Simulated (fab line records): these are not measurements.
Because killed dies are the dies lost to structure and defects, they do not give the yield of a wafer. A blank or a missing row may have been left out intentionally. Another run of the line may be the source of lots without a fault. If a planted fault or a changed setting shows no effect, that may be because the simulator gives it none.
fab line records -- flow nand-harc
record: lots: 6, wafers: 18, last-day: 24
route steps=1159 shown A_WL_FILL@839 A_CONTACT@840 END@1159
lots with no fault: from the same line, run without faults
start-h: hours from the record's first day to the start of the lot's first wafer shown -- wait-h: how many hours have passed since the lot's step before this one -- " same as the row above -- L1.1+2: a single row standing in for several wafers -- - no value, or no start was given -- * or withheld: withheld -- < > ~ a bound
route shown NAME@n: NAME is a module with steps in the file, n the number in the route of the first one -- usual: mean/standard deviation taken from wafers without a fault -- same: alike in all rows -- chamber/n: place in a boat -- sites: readings site by site -- _std_site: how widely they spread, as a standard deviation -- _edge_site: outer sites' mean less inner sites' -- radius-mm: how far each site lies from the wafer's centre -- mask NAME#n: copy n -- behind: tool/chamber where the wafer was last shaped -- hold: why the lot was held/for how many hours/how that ended -- device: names the non-switching transistor (n, p or np) -- end of line: at the end of the route, the tests of the same wafers -- for a step that has no rows: nothing shown but its recipe -- killed: dies lost to structure and defects at the first sort, not the wafer's yield -- map: a wafer's dies, marking killed ones x, the rest . and places with no die _
set.NAME: the setting as run; set.NAME@STEP: as run at that earlier step -- model.NAME: the simulator's own value behind a step, which no gauge read
lots at selected steps of the route; one table per step, one row per wafer
services: the hour from which a tool's chamber was out of use, counted from the record's first day as start-h (under 0 if before that day), plus the number of hours and why
== steps ==
step: NHARC_A_WL_FILL_INSPECT_15
usual: raw-defect-count: 392/140
lot.wafer,tool,chamber,start-h,wait-h,raw-defect-count
L696.2,defect-inspect-02,-,413.28,0.0,419
L696.4,defect-inspect-02,-,413.28,0.0,362
L696.5,defect-inspect-02,-,413.28,0.0,300
L697.1,defect-inspect-01,-,417.55,0.0,465
L697.2,defect-inspect-01,-,417.55,0.0,281
L697.5,defect-inspect-01,-,417.55,0.0,295
L705.3,defect-inspect-01,-,453.47,0.0,365
L705.5,defect-inspect-01,-,453.47,0.0,386
L705.6,defect-inspect-01,-,453.47,0.0,401
L704.2,defect-inspect-02,-,459.76,0.0,323
L704.3,defect-inspect-02,-,459.76,0.0,216
L704.6,defect-inspect-02,-,459.76,0.0,476
L707.3,defect-inspect-01,-,461.95,0.1,318
L707.5,defect-inspect-01,-,461.95,0.1,195
L707.6,defect-inspect-01,-,461.95,0.1,303
L710.1,defect-inspect-01,-,496.43,0.0,317
L710.3,defect-inspect-01,-,496.43,0.0,244
L710.6,defect-inspect-01,-,496.43,0.0,293
step: NHARC_A_CONTACT_DEP_24
recipe: target-thk-a: 5000, temp-c: 400, pressure-torr: 6.5, rf-w: 900, teos-flow-sccm: 161.4, flow-sccm: 2650, target-thk-nm: 500, gas: O2, material: SiO2
usual: heater-power-w: 567/110, mfc-precursor-sccm: 161.4/0.44, showerhead-vpp-V: 1870/79, throttle-valve-pct: 15.7/0.49
lot.wafer,tool,chamber,start-h,wait-h,heater-power-w,mfc-precursor-sccm,showerhead-vpp-V,since-wet-clean-h,throttle-valve-pct
L696.2,pecvd-04,0,413.35,0.1,669,161.7,1989,24,15.5
L696.4,pecvd-04,1,413.35,0.1,596,161.6,1861,-,15.7
L696.5,pecvd-04,2,413.35,0.1,581,161.5,1704,-,15.4
L697.1,pecvd-04,0,417.61,0.1,708,162.1,1974,28,15.4
L697.2,pecvd-04,2,417.61,0.1,579,161.3,1703,29,15.5
L697.5,pecvd-04,0,417.61,0.1,568,161.5,1919,-,15.6
L705.3,pecvd-03,2,453.60,0.1,555,161.9,1917,148,15.1
L705.6,pecvd-03,1,453.60,0.1,625,161.1,1880,-,16.3
L705.5,pecvd-03,0,453.60,0.1,420,161.5,1892,-,15.5
L704.2,pecvd-03,0,459.83,0.1,386,160.8,1873,155,15.2
L704.3,pecvd-03,1,459.83,0.1,682,161.1,1893,155,16.1
L704.6,pecvd-03,1,459.83,0.1,713,161.3,1923,-,15.8
L707.3,pecvd-04,0,462.14,0.2,622,162.0,1969,73,15.8
L707.5,pecvd-04,2,462.14,0.2,558,162.0,1679,-,15.7
L707.6,pecvd-04,0,462.14,0.2,682,162.1,1948,-,15.7
L710.3,pecvd-03,1,496.56,0.1,743,161.2,1893,10,15.9
L710.1,pecvd-03,2,496.56,0.1,576,160.6,1884,10,15.3
L710.6,pecvd-03,0,496.56,0.1,497,161.7,1878,-,15.1
step: NHARC_A_CONTACT_DEP_28
recipe: target-thk-a: 36000, temp-c: 400, material: aC
usual: throttle-valve-pct: 35.001/0.0097
lot.wafer,tool,chamber,start-h,wait-h,throttle-valve-pct
L696.2,acl-dep-03,0,417.69,3.8,34.987
L696.4,acl-dep-03,0,417.69,3.8,34.998
L696.5,acl-dep-03,0,417.69,3.8,35.019
L697.1,acl-dep-02,0,419.21,1.1,35.004
L697.2,acl-dep-02,0,419.21,1.1,35.006
L697.5,acl-dep-02,0,420.67,2.5,34.998
L705.3,acl-dep-03,0,454.88,0.8,35.001
L705.5,acl-dep-03,0,454.88,0.8,35.013
L705.6,acl-dep-03,0,454.88,0.8,34.987
L704.2,acl-dep-01,0,461.19,0.8,34.992
L704.3,acl-dep-01,0,461.19,0.8,35.007
L704.6,acl-dep-01,0,462.67,2.3,34.991
L707.3,acl-dep-01,0,463.78,1.2,35.018
L707.5,acl-dep-01,0,463.78,1.2,35.001
L707.6,acl-dep-01,0,463.78,1.2,34.997
L710.1,acl-dep-03,0,497.10,0.1,35.016
L710.3,acl-dep-03,0,497.10,0.1,34.989
L710.6,acl-dep-03,0,498.95,1.9,34.983
step: NHARC_A_CONTACT_DEP_29
recipe: target-thk-a: 700, target-thk-nm: 70, temp-c: 400, pressure-torr: 3.5, flow-sccm: 200, rf-w: 350, material: SiON
usual: heater-power-w: 757/99, showerhead-vpp-V: 1164/51
lot.wafer,tool,chamber,start-h,wait-h,heater-power-w,showerhead-vpp-V,since-wet-clean-h
L696.2,pecvd-04,1,419.56,1.5,812,1179,30
L696.4,pecvd-04,0,419.56,1.5,809,1202,-
L696.5,pecvd-04,1,419.56,1.5,805,1169,-
L697.2,pecvd-03,2,421.43,1.5,615,1165,116
L697.1,pecvd-03,0,421.43,1.5,537,1182,116
L697.5,pecvd-03,1,421.43,1.5,983,1168,-
L705.3,pecvd-04,1,456.46,1.2,816,1160,67
L705.6,pecvd-04,0,456.46,1.2,863,1202,-
L705.5,pecvd-04,1,456.46,1.2,802,1201,-
L704.2,pecvd-04,0,463.10,1.5,798,1195,74
L704.3,pecvd-04,1,463.10,1.5,680,1179,74
L704.6,pecvd-04,1,463.10,1.5,702,1182,-
L707.3,pecvd-04,0,465.32,1.2,896,1212,76
L707.5,pecvd-04,1,465.32,1.2,766,1175,-
L707.6,pecvd-04,0,465.32,1.2,895,1232,-
L710.1,pecvd-04,0,499.38,1.9,822,1230,110
L710.3,pecvd-04,2,499.38,1.9,699,1054,110
L710.6,pecvd-04,2,499.38,1.9,708,1055,-
step: NHARC_A_CONTACT_DEHYDRATE_32
recipe: temp-c: 150, time-s: 120
step: NHARC_A_CONTACT_HMDS_33
recipe: time-s: 30
step: NHARC_A_CONTACT_COAT_34
recipe: temp-c: 260, time-s: 75
step: NHARC_A_CONTACT_COAT_35
recipe: temp-c: 225, time-s: 65
step: NHARC_A_CONTACT_COAT_36
recipe: spin-rpm: 1500, resist-thk-nm: 90
step: NHARC_A_CONTACT_SOFTBAKE_37
recipe: temp-c: 105, time-s: 55
usual: heater-power-total-W: 188.43/0.13, plate-temp-C: 105.04/0.14, resist-line-temp-C: 22.98/0.1
lot.wafer,tool,chamber,start-h,wait-h,heater-power-total-W,plate-temp-C,resist-line-temp-C
L696.2,litho-track-01,0,419,-,188.50,104.97,22.89
L696.4,litho-track-01,0,419,-,188.30,104.91,23.01
L696.5,litho-track-01,0,419,-,188.35,105.21,23.00
L697.1,litho-track-06,0,421,-,188.33,105.19,23.09
L697.2,litho-track-06,0,421,-,188.26,105.10,23.13
L697.5,litho-track-06,0,421,-,188.57,104.94,22.90
L705.3,litho-track-01,0,456,-,185.45,103.54,22.76
L705.5,litho-track-01,0,456,-,185.63,103.75,22.93
L705.6,litho-track-01,0,456,-,185.31,103.72,22.87
L704.2,litho-track-01,0,463,-,185.39,104.01,22.85
L704.3,litho-track-01,0,463,-,185.44,104.10,22.91
L704.6,litho-track-01,0,463,-,185.43,103.98,22.92
L707.3,litho-track-06,0,465,-,188.50,104.94,23.02
L707.5,litho-track-06,0,465,-,188.29,105.04,22.89
L707.6,litho-track-06,0,465,-,188.46,105.09,22.97
L710.1,litho-track-06,0,499,-,188.38,105.07,23.02
L710.3,litho-track-06,0,499,-,188.60,105.09,23.03
L710.6,litho-track-06,0,499,-,188.31,105.10,22.90
step: NHARC_A_CONTACT_EBR_38
step: NHARC_END_SORT_01
recipe: temp-c: 25
usual: killed-at-array: 28/11, killed-at-other: 0.8/1.3, killed-at-periphery: 3.6/2.5, killed-dies: 32/11, killed-open: 3.0/1.8, killed-short: 2.0/1.5
same: gross-dies: 677
lot.wafer,tool,chamber,start-h,wait-h,killed-at-array,killed-at-other,killed-at-periphery,killed-dies,killed-open,killed-short
L696.2,prober-01,0,493.85,2.8,8,0,1,9,2,1
L696.4,prober-01,0,495.44,3.4,15,1,2,18,4,2
L696.5,prober-01,0,496.24,3.7,22,2,2,26,7,2
killed by level:class
L696.2 A_CHANNEL_HOLE_D1:chamber-film-flake=5 A_CONTACT:geometric-particle:open=2 A_ONON_D1:geometric-particle:short=1 P_GATE:chamber-film-flake=1
L696.4 A_CHANNEL_HOLE_D1:chamber-film-flake=4 A_CONTACT:chamber-film-flake=3 P_GATE:chamber-film-flake=2 A_STAIRCASE:chamber-film-flake=2 A_SOURCE_PLATE:geometric-particle:open=1 A_ONON_D1:geometric-particle:short=1 A_ONON_D1:geometric-particle:open=1 A_CHANNEL_FILL_D1:geometric-particle:open=1
L696.5 A_CHANNEL_HOLE_D1:chamber-film-flake=7 A_CONTACT:chamber-film-flake=5 A_WL_FILL:geometric-particle:open=3 A_STAIRCASE:chamber-film-flake=3 STARTING-WAFER:geometric-particle:open=2 A_SOURCE_PLATE:geometric-particle:short=1 A_ONON_D1:geometric-particle:open=1 A_ONON_D1:geometric-particle:short=1
== services ==
tool,chamber,start-h,hours,kind
acl-dep-03,-,404.33,13.0,pm
litho-track-01,-,443.00,7.0,pm
litho-track-06,-,467.00,7.0,pm
pecvd-03,-,473.36,13.0,pm
pecvd-03,0,473.36,13.0,vent-cycle
pecvd-03,1,473.36,13.0,vent-cycle
pecvd-03,2,473.36,13.0,vent-cycle
acl-dep-01,-,474.90,13.0,pm
pecvd-03,0,486.36,-,clean
pecvd-03,1,486.36,-,clean
pecvd-03,2,486.36,-,clean
== key ==
first-sign: step: NHARC_A_CONTACT_SOFTBAKE_37, reading: heater-power-total-W, direction: down, sigmas: 23, usual: *, struck: *
effect: step: NHARC_A_CONTACT_SOFTBAKE_37, reading: plate-temp-C, direction: down, sigmas: 8.6, usual: *, struck: *
met-at NHARC_A_CONTACT_SOFTBAKE_37
struck-wafers L704.2,L704.3,L704.6,L705.3,L705.5,L705.6
tester-left-out L704,L705
onset-between 419 456
fault: kind: process-parameter-drift, tool: litho-track-01, chamber: -, onset-h: 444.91, steps: NHARC_A_CONTACT_SOFTBAKE_37, channel: temp-c, offset: *, shape: step, end-h: 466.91, acts-in: *, stated: *
tester-left-out: of these lots the tester's yield and bins aren't shown, on N5 and GAA mostly nor the transistor test; their killed dies are dies lost to structure and defects alone, not to doping, threshold or leakage, so they don't give the yield
